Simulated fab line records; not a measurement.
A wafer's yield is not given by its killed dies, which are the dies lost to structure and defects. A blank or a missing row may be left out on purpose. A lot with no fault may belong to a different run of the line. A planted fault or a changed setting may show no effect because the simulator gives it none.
fab line records    flow n5_finfet
[record] lots = 6  wafers = 18  last_day = 17
route steps=1938 shown STI_FIN_REVEAL@202 DUMMY_GATE@212 BEOL_M4@1111 PASSIVATION@1936
lots untouched by any fault: they come from a run of this same line in which no faults occurred
start_h: start of the lot's first displayed wafer, in hours after the record's first day    wait_h: hours from the lot's prior step to this one    " unchanged from the row above    L1.1+2: several wafers, shown together as one row    - value missing, or start not given    * or withheld: withheld    < > ~ a bound
route shown NAME@n: NAME is a module with steps in the file, n the number in the route of the first one    usual: mean/standard deviation taken from wafers without a fault    same: alike in all rows    chamber/n: place in a boat    sites: readings site by site    _std_site: the standard deviation of these    _edge_site: inner sites' mean taken away from outer sites' mean    radius_mm: how far each site lies from the wafer's centre    mask NAME#n: copy n    behind: tool/chamber where the wafer was last shaped    hold: the reason the lot was held/the length of the hold in hours/how it ended    device: transistor that didn't switch, given as n, p or np    end of line: the tests these same wafers got at the end of their route    a step given without rows: its recipe and nothing more    killed: dies that structure and defects cost at the first sort, which is not the same as the wafer's yield    map: the dies of a wafer, with x for killed, . for not killed, _ for no die there
set.NAME: the setting that was run; set.NAME@STEP: the one run at that earlier step    model.NAME: the simulator's own value behind a step, which no gauge read
lots at some steps of the route; a table a step, a row a wafer
services: from which hour (start_h, from the record's first day; less than 0 if before it) a tool's chamber was out of use, for how many hours, and why
[[steps]]
[step N5_STI_FIN_REVEAL_STRIP_35]
[recipe] chemistry = H3PO4  material = Si3N4  temp_c = 165  target_depth_a = 40  time_s = 39
[step N5_STI_FIN_REVEAL_SRD_21]
[recipe] dry = ipa_marangoni  time_s = 30  temp_c = 23  rinse_liquid = diw
[step N5_STI_FIN_REVEAL_OXIDATION_33]
[recipe] chemistry = O2_PLASMA_REMOTE  temp_c = 150  time_s = 20  pressure_mtorr = 1000  source_power_w = 2000  o2_flow_sccm = 3000
[usual] drypump_motor_current_A = 5.3/0.32  heater_power_w = 129/4.2  o2_flow_sccm = 3000/9
lot.wafer  tool             chamber  start_h  wait_h  drypump_motor_current_A  heater_power_w  o2_flow_sccm  rf_hours_counter_h
L546.2     plasma_asher-01  0        67.17    0.0     4.9                      122             3007          35
L546.4     "                0        "        "       4.9                      125             2999          -
L546.6     "                1        "        "       5.3                      130             3007          -
L548.1     plasma_asher-01  0        81.98    0.0     5.0                      127             2999          39
L548.3     "                0        "        "       5.0                      125             3001          -
L548.4     "                1        "        "       5.3                      130             2994          -
L561.4     plasma_asher-01  0        157.82   0.0     4.9                      129             2988          -
L561.5     "                1        "        "       5.3                      133             3001          -
L561.6     "                0        "        "       5.0                      126             2997          -
L562.1     plasma_asher-02  1        162.71   0.0     5.8                      133             3005          96
L562.4     "                1        "        "       5.8                      134             2994          -
L562.6     "                1        "        "       5.8                      135             2993          -
L563.1     plasma_asher-01  1        170.66   0.0     5.3                      130             2998          59
L563.3     "                0        "        "       4.9                      127             2987          -
L563.6     "                0        "        "       5.0                      127             3002          -
L564.2     plasma_asher-01  0        174.72   0.0     4.9                      125             3006          59
L564.4     "                0        "        "       4.9                      127             3012          -
L564.6     "                1        "        "       5.3                      129             3000          -
[step N5_STI_FIN_REVEAL_CLEAN_19]
[recipe] chemistry = O3/DIW  temp_c = 25  time_s = 120  o3_ppm = 10
[step N5_STI_FIN_REVEAL_SRD_23]
[recipe] dry = ipa_marangoni  time_s = 30  temp_c = 23  rinse_liquid = diw
[step N5_STI_FIN_REVEAL_CD_MEAS_22]
[recipe] target_cd_nm = 6.238  pitch_nm = 28  polarity = line
[usual] cd_nm = 6.16/0.25
lot.wafer  tool       chamber  start_h  wait_h  cd_nm
L546.2     cd_sem-02  -        67.33    0.0     5.97
L546.4     "          -        "        "       5.84
L546.6     "          -        "        "       5.92
L548.1     cd_sem-02  -        82.19    0.0     6.40
L548.3     "          -        "        "       6.61
L548.4     "          -        "        "       6.41
L561.4     cd_sem-01  -        157.96   0.0     5.81
L561.5     "          -        "        "       5.92
L561.6     "          -        "        "       5.96
L562.1     cd_sem-03  -        162.87   0.0     6.27
L562.4     "          -        "        "       6.25
L562.6     "          -        "        "       6.50
L563.1     cd_sem-01  -        170.83   0.0     6.35
L563.3     "          -        "        "       6.46
L563.6     "          -        "        "       6.34
L564.2     cd_sem-03  -        174.90   0.0     6.27
L564.4     "          -        "        "       5.74
L564.6     "          -        "        "       5.96
[step N5_STI_FIN_REVEAL_FIN_H_MEAS_10]
[usual] trench_depth_nm = 52.2/0.64
lot.wafer  tool    chamber  start_h  wait_h  trench_depth_nm
L546.2     ocd-01  -        67.36    0.0     52.9
L546.4     "       -        "        "       53.0
L546.6     "       -        "        "       52.9
L548.1     ocd-02  -        82.22    0.0     51.3
L548.3     "       -        "        "       51.1
L548.4     "       -        "        "       51.5
L561.4     ocd-01  -        158.00   0.0     52.4
L561.5     "       -        "        "       52.5
L561.6     "       -        "        "       52.1
L562.1     ocd-01  -        162.90   0.0     51.2
L562.4     "       -        "        "       53.0
L562.6     "       -        "        "       52.0
L563.1     ocd-02  -        170.86   0.0     52.8
L563.3     "       -        "        "       52.6
L563.6     "       -        "        "       52.2
L564.2     ocd-01  -        174.93   0.0     52.1
L564.4     "       -        "        "       52.2
L564.6     "       -        "        "       52.1
[step N5_STI_FIN_REVEAL_PRECLEAN_18]
[recipe] chemistry = SC2  time_s = 45  temp_c = 35  mix = 1:1:50
[step N5_STI_FIN_REVEAL_SRD_28]
[recipe] dry = ipa_marangoni  time_s = 30  temp_c = 23  rinse_liquid = diw
[step N5_STI_FIN_REVEAL_INSPECT_13]
[recipe] inspect_instrument = darkfield  mode = post_clean
[usual] raw_defect_count = 12/5.2
lot.wafer  tool               chamber  start_h  wait_h  raw_defect_count
L546.2     defect_inspect-01  -        67.45    0.0     11
L546.4     "                  -        "        "       7
L546.6     "                  -        "        "       13
L548.1     defect_inspect-01  -        82.31    0.0     16
L548.3     "                  -        "        "       10
L548.4     "                  -        "        "       9
L561.4     defect_inspect-01  -        158.08   0.0     6
L561.5     "                  -        "        "       5
L561.6     "                  -        "        "       5
L562.1     defect_inspect-01  -        163.00   0.0     10
L562.4     "                  -        "        "       18
L562.6     "                  -        "        "       11
L563.1     defect_inspect-02  -        170.95   0.0     7
L563.3     "                  -        "        "       8
L563.6     "                  -        "        "       7
L564.2     defect_inspect-02  -        175.02   0.0     8
L564.4     "                  -        "        "       14
L564.6     "                  -        "        "       17
[step N5_DUMMY_GATE_PRECLEAN_00]
[recipe] chemistry = O3/DIW  time_s = 60  temp_c = 22  o3_ppm = 10
[step N5_DUMMY_GATE_SRD_01]
[recipe] time_s = 30  temp_c = 23  rinse_liquid = diw  dry = ipa_marangoni
[step N5_DUMMY_GATE_ALD_02]
[recipe] material = SiO2  target_thk_a = 20  temp_c = 300  ald_precursor_family = BDEAS  ald_co_reactant = O2-plasma  pulse_time_s = 1  pressure_torr = 2
[usual] chamber_pressure_Torr = 2.001/0.0041  heater_power_w = 450/31  precursor_pulse_height_rel = 1.000/0.019  susceptor_temp_C = 300.00/0.18
lot.wafer  tool        chamber  start_h  wait_h  chamber_pressure_Torr  heater_power_w  precursor_pulse_height_rel  susceptor_temp_C
L546.2     ald_sin-03  1        68.58    1.1     1.999                  372             0.984                       291.12
L546.4     "           0        "        "       1.993                  434             0.972                       290.97
L546.6     "           0        "        "       1.998                  425             1.012                       291.09
L548.1     ald_sin-03  1        82.40    0.0     1.997                  370             1.013                       290.77
L548.3     "           3        "        "       2.004                  455             1.021                       290.82
L548.4     "           0        "        "       2.001                  437             0.979                       291.16
L561.4     ald_sin-02  0        158.88   0.7     2.005                  437             0.979                       299.87
L561.5     "           2        "        "       1.997                  504             0.990                       299.90
L561.6     "           3        "        "       2.000                  455             0.973                       300.17
L562.1     ald_sin-02  1        163.09   0.0     2.003                  436             0.996                       300.25
L562.4     "           0        "        "       1.996                  446             0.974                       299.73
L562.6     "           1        "        "       2.002                  446             0.983                       300.18
L563.1     ald_sin-03  2        171.55   0.5     1.999                  398             1.003                       300.10
L563.3     "           3        "        "       2.004                  485             0.992                       299.93
L563.6     "           0        "        "       2.004                  455             0.999                       299.81
L564.2     ald_sin-02  3        175.11   0.0     2.002                  442             0.999                       299.95
L564.4     "           2        "        "       1.996                  508             0.977                       300.25
L564.6     "           1        "        "       1.998                  440             0.972                       299.95
[step N5_DUMMY_GATE_CVD_03]
[recipe] material = a-Si  target_thk_a = 1500  temp_c = 530  precursor = SiH4  time_s = 8042
[step N5_BEOL_M4_RC_MEAS_101]
[usual] DIBL_N = 35.9/1.6  DIBL_P = 35.6/2.1  IOFF_N = 0.149/0.029  IOFF_P = 0.20/0.033  ION_N = 671/11  ION_P = 460/7.3  SS_N = 71.4/0.62  SS_P = 73.2/0.65  VT_N = 251/3.1  VT_P = -251/3.4
lot.wafer  tool       chamber  start_h  wait_h  DIBL_N[mV/V]  DIBL_P[mV/V]  IOFF_N[nA/um]  IOFF_P[nA/um]  ION_N[uA/um]  ION_P[uA/um]  SS_N[mV/dec]  SS_P[mV/dec]  VT_N[mV]  VT_P[mV]
L546.2     prober-02  0        199.87   0.2     32.4          30.0          0.096          0.14           663           464           70.0          71.4          256       -251
L546.4     "          0        "        "       37.6          35.8          0.164          0.21           673           468           72.2          72.9          249       -251
L546.6     "          0        "        "       34.2          31.9          0.116          0.17           673           464           70.5          72.5          254       -250
L548.1     prober-02  0        205.27   0.0     36.8          36.5          0.165          0.25           678           473           71.7          73.8          249       -248
L548.3     "          0        "        "       36.9          36.4          0.173          0.25           683           476           70.7          73.4          248       -247
L548.4     "          0        "        "       37.4          37.0          0.172          0.26           681           474           71.9          74.2          249       -247
L561.4     prober-01  0        283.83   0.5     35.0          33.9          0.123          0.19           661           459           72.3          73.0          254       -252
L561.5     "          0        "        "       34.4          33.4          0.119          0.18           657           459           71.1          72.4          254       -251
L561.6     "          0        "        "       35.0          34.5          0.129          0.21           673           470           71.4          72.9          252       -250
L562.1     prober-02  0        288.83   0.0     36.2          35.5          0.185          0.22           677           463           71.8          74.1          248       -250
L562.4     "          0        "        "       38.2          38.7          0.225          0.28           694           476           71.9          74.4          244       -247
L562.6     "          0        "        "       38.2          38.4          0.237          0.28           687           464           72.3          75.4          243       -249
L563.1     prober-02  0        300.46   0.0     39.6          38.6          0.223          0.27           694           476           72.4          74.5          242       -244
L563.3     "          0        "        "       37.8          37.6          0.195          0.25           690           467           71.7          73.5          247       -248
L563.6     "          0        "        "       37.5          37.1          0.180          0.24           675           464           71.8          73.3          246       -247
L564.2     prober-02  0        303.91   0.2     39.4          39.3          0.237          0.26           691           466           73.0          74.6          247       -247
L564.4     "          0        "        "       33.0          32.5          0.124          0.16           677           458           70.6          72.5          251       -251
L564.6     "          0        "        "       36.5          35.8          0.169          0.20           688           464           71.6          73.4          249       -251
[step N5_PASSIVATION_PROBE_49]
[usual] defect_limited_yield = 90.9/1.5  killed_at_M0_to_M3 = 36/9.9  killed_at_M4_up = 13/4.5  killed_at_contacts = 13/6.4  killed_at_front_end = 42/12  killed_at_other = 3.4/3  killed_dies = 107/18  killed_open = 69/13  killed_short = 35/8.2  sort_bin_5_function = 5.3/1.1  sort_bin_6_memory = 3.4/0.69  sort_n_pass = 1073/18  sort_yield_pct = 90.9/1.5
[same] gross_dies = 1180  killed_at_back_side = 0  sort_bin_4_leakage[%] = 0  sort_bin_8_speed[%] = 0
lot.wafer  tool       chamber  start_h  wait_h  defect_limited_yield[%]  killed_at_M0_to_M3  killed_at_M4_up  killed_at_contacts  killed_at_front_end  killed_at_other  killed_dies  killed_open  killed_short  sort_bin_5_function[%]  sort_bin_6_memory[%]  sort_n_pass  sort_yield_pct[%]
L546.2     prober-01  -        298.77   0.1     91.2                     35                  10               14                  43                   2                104          69           34            5.6                     3.0                   1076         91.2
L546.4     prober-01  -        298.87   0.2     91.2                     38                  7                10                  49                   0                104          67           35            5.1                     3.3                   1076         91.2
L546.6     prober-01  -        298.97   0.3     89.2                     33                  10               12                  71                   1                127          87           29            5.0                     4.6                   1053         89.2
L548.1     prober-02  -        307.98   0.0     91.4                     33                  11               12                  43                   2                101          69           27            5.4                     2.5                   1079         91.4
L548.3     prober-02  -        308.08   0.1     89.1                     50                  14               14                  51                   0                129          86           41            7.1                     3.4                   1051         89.1
L548.4     prober-02  -        308.13   0.2     88.3                     26                  17               20                  74                   1                138          94           40            7.5                     3.9                   1042         88.3
L562.1     prober-01  -        391.63   0.0     88.6                     37                  19               14                  60                   5                135          93           37            6.5                     4.7                   1045         88.6
L562.4     prober-01  -        391.78   0.2     93.9                     23                  19               5                   24                   1                72           44           26            3.6                     2.4                   1108         93.9
L562.6     prober-01  -        391.88   0.3     93.2                     22                  17               9                   30                   2                80           48           31            4.2                     2.3                   1100         93.2
L564.2     prober-02  -        407.28   0.1     91.1                     32                  20               27                  25                   1                105          76           27            4.7                     3.7                   1075         91.1
L564.4     prober-02  -        407.38   0.2     91.4                     26                  17               21                  33                   5                102          78           21            5.4                     2.8                   1078         91.4
L564.6     prober-02  -        407.48   0.3     91.5                     26                  9                25                  39                   1                100          70           28            4.7                     3.5                   1080         91.5
// killed by level:class
L546.2 FIN_SAQP:geometric_particle:open=12 BEOL_M3:geometric_particle:open=9 MOL_CONTACT_COAG:geometric_particle:short=7 STI_FIN_REVEAL:geometric_particle:open=7 MOL_CONTACT_COAG:geometric_particle:open=7 BEOL_M0_SAQP:geometric_particle:open=7 DUMMY_GATE:geometric_particle:open=6 BEOL_M1:geometric_particle:open=6
L546.4 FIN_SAQP:geometric_particle:open=14 STI_FIN_REVEAL:geometric_particle:open=9 MOL_CONTACT_COAG:geometric_particle:open=9 BEOL_M0_SAQP:geometric_particle:open=8 BEOL_M2:geometric_particle:short=8 BEOL_M0_SAQP:geometric_particle:short=6 BEOL_M1:geometric_particle:open=6 FIN_SAQP:geometric_particle:short=5
L546.6 FIN_SAQP:geometric_particle:open=39 BEOL_M2:geometric_particle:short=11 MOL_CONTACT_COAG:geometric_particle:open=9 HKMG_FIN:area_etch=8 STI_FIN_REVEAL:geometric_particle:open=7 FIN_SAQP:geometric_particle:short=6 BEOL_M1:geometric_particle:open=5 BEOL_M0_SAQP:geometric_particle:short=4
L548.1 FIN_SAQP:geometric_particle:open=10 BEOL_M0_SAQP:geometric_particle:open=10 STI_FIN_REVEAL:geometric_particle:open=9 DUMMY_GATE:geometric_particle:open=7 MOL_CONTACT_COAG:geometric_particle:open=7 BEOL_M0_SAQP:geometric_particle:short=7 BEOL_M1:geometric_particle:open=7 FIN_SAQP:geometric_particle:short=6
L548.3 FIN_SAQP:geometric_particle:open=13 STI_FIN_REVEAL:geometric_particle:open=13 BEOL_M0_SAQP:geometric_particle:short=13 MOL_CONTACT_COAG:geometric_particle:open=12 FIN_SAQP:geometric_particle:short=8 BEOL_M0_SAQP:geometric_particle:open=8 BEOL_M2:geometric_particle:open=8 DUMMY_GATE:geometric_particle:open=7
L548.4 FIN_SAQP:geometric_particle:open=18 MOL_CONTACT_COAG:geometric_particle:open=15 FIN_SAQP:geometric_particle:short=13 STI_FIN_REVEAL:geometric_particle:open=12 DUMMY_GATE:geometric_particle:open=11 BEOL_M2:geometric_particle:open=9 BEOL_M4:geometric_particle:open=6 MOL_CONTACT_COAG:geometric_particle:short=4
L562.1 FIN_SAQP:geometric_particle:open=27 FIN_SAQP:geometric_particle:short=19 BEOL_M3:geometric_particle:open=15 MOL_CONTACT_COAG:geometric_particle:open=12 BEOL_M4:geometric_particle:open=11 BEOL_M2:geometric_particle:open=7 BEOL_M0_SAQP:geometric_particle:open=4 BEOL_M3:geometric_particle:short=4
L562.4 BEOL_M4:geometric_particle:open=9 FIN_SAQP:geometric_particle:open=8 BEOL_M0_SAQP:geometric_particle:open=6 BEOL_M0_SAQP:geometric_particle:short=6 FIN_SAQP:geometric_particle:short=5 BEOL_M5:geometric_particle:open=4 DUMMY_GATE:geometric_particle:open=3 MOL_CONTACT_COAG:geometric_particle:open=3
L562.6 FIN_SAQP:geometric_particle:short=11 BEOL_M4:geometric_particle:open=8 FIN_SAQP:geometric_particle:open=7 MOL_CONTACT_COAG:geometric_particle:open=7 BEOL_M2:geometric_particle:open=6 DUMMY_GATE:geometric_particle:open=4 BEOL_M0_SAQP:geometric_particle:open=4 BEOL_M3:geometric_particle:short=4
L564.2 MOL_CONTACT_COAG:geometric_particle:open=21 BEOL_M1:geometric_particle:open=11 BEOL_M0:geometric_particle:open=8 BEOL_M4:geometric_particle:open=6 BEOL_M5:geometric_particle:open=6 FIN_SAQP:geometric_particle:short=5 MOL_CONTACT_COAG:geometric_particle:short=5 BEOL_M3:geometric_particle:open=5
L564.4 MOL_CONTACT_COAG:geometric_particle:open=18 STI_FIN_REVEAL:geometric_particle:open=12 BEOL_M0_SAQP:geometric_particle:open=10 BEOL_M1:geometric_particle:open=7 BEOL_M5:geometric_particle:open=6 FIN_SAQP:geometric_particle:short=5 BEOL_M2:geometric_particle:open=5 FIN_SAQP:geometric_particle:open=4
L564.6 MOL_CONTACT_COAG:geometric_particle:open=22 STI_FIN_REVEAL:geometric_particle:open=15 BEOL_M2:geometric_particle:open=10 BEOL_M0_SAQP:geometric_particle:short=5 STI_FIN_REVEAL:geometric_particle:short=4 DUMMY_GATE:geometric_particle:open=4 GATE_CUT:geometric_particle:short=4 MOL_CONTACT_COAG:geometric_particle:short=3
[[services]]
tool             chamber  start_h  hours  kind
plasma_asher-02  -        55.18    1.2    repair
ald_sin-03       -        59.72    6.0    pm
ald_sin-02       0        64.17    15.5   repair
plasma_asher-02  -        76.57    4.5    repair
ald_sin-02       3        77.70    2.4    repair
ald_sin-03       0        108.65   1.6    repair
plasma_asher-02  -        110.53   14.6   pm
ald_sin-03       1        110.91   6.8    repair
ald_sin-02       -        112.32   0.6    repair
ald_sin-02       -        134.75   2.8    pm
plasma_asher-02  -        144.66   1.6    repair
[[key]]
[first_sign] step = N5_DUMMY_GATE_ALD_02  reading = susceptor_temp_C  direction = down  sigmas = 49  usual = *  struck = *
effect none on later readings
met_at N5_DUMMY_GATE_ALD_02
struck_wafers L546.2,L546.4,L546.6,L548.1,L548.3,L548.4
[fault] kind = process_parameter_drift  tool = ald_sin-03  chamber = -  onset_h = 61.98  steps = N5_DUMMY_GATE_ALD_02  channel = temp_c  offset = *  shape = step  end_h = 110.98  acts_in = *  stated = *
